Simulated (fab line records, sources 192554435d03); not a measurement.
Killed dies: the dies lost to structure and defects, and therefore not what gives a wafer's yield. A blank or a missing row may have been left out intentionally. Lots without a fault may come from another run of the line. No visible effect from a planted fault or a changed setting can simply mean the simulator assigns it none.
Matching of chambers -- flow n5Finfet -- pecvd-01 running N5_BEOL_M5_DEP_56: 3 sister chambers
The step deposits SiCN from 3MS/NH3, target thk 8 nm, time 14 s. 14 wafers are shown with their chamber, then 7 later ones without.

== WAFERS WITH THEIR CHAMBER ==
wafer,chamber,throttleValvePct (%),showerheadPlenumPTorr (Torr)
L075.2,1,9.5,3.665
L075.3,0,8.4,3.668
L075.6,2,8.3,3.665
L080.1,0,8.3,3.671
L080.2,2,8.5,3.655
L080.6,2,8.8,3.667
L086.2,0,8.4,3.664
L086.4,2,8.2,3.658
L086.6,1,9.9,3.660
L087.1,0,8.6,3.670
L087.3,1,9.3,3.675
L087.6,2,8.3,3.662
L090.2,1,9.4,3.673
L090.5,1,9.4,3.654

SIGNATURES (averages over the wafers above)
reading,chamber 0,chamber 1,chamber 2,scatter within a chamber
throttleValvePct,8.425,9.500,8.420,0.212
showerheadPlenumPTorr,3.66825,3.66540,3.66140,0.00629
Rule: a wafer lies at a distance from a chamber equal to the root of the sum of squares, over the readings, of (its reading less the chamber's mean, divided by the reading's scatter). If the next closest chamber is less than 2 further off than the closest, the wafer can't be placed; otherwise it belongs to the closest. The scatter: the root of (the sum of the squares of (reading less its chamber's mean) over the shown wafers, divided by (wafers less chambers)).

== WAFERS MISSING THEIR CHAMBER ==
wafer,throttleValvePct (%),showerheadPlenumPTorr (Torr)
L090.6,8.5,3.666
L089.3,8.6,3.660
L089.4,9.6,3.661
L089.5,8.2,3.669
L095.4,9.5,3.663
L095.5,8.5,3.669
L095.6,8.5,3.670

== THE CHAMBER EACH PASSED THROUGH ==
wafer,from the rows above,in truth
L090.6,can't be placed: 0 or 2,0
L089.3,can't be placed: 2 or 0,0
L089.4,1,1
L089.5,can't be placed: 0 or 2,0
L095.4,1,1
L095.5,can't be placed: 0 or 2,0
L095.6,can't be placed: 0 or 2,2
Correctly placed: 2 of 7. These rows do not allow placing 5 (true chamber among the candidates in 5). Wrongly placed: 0.
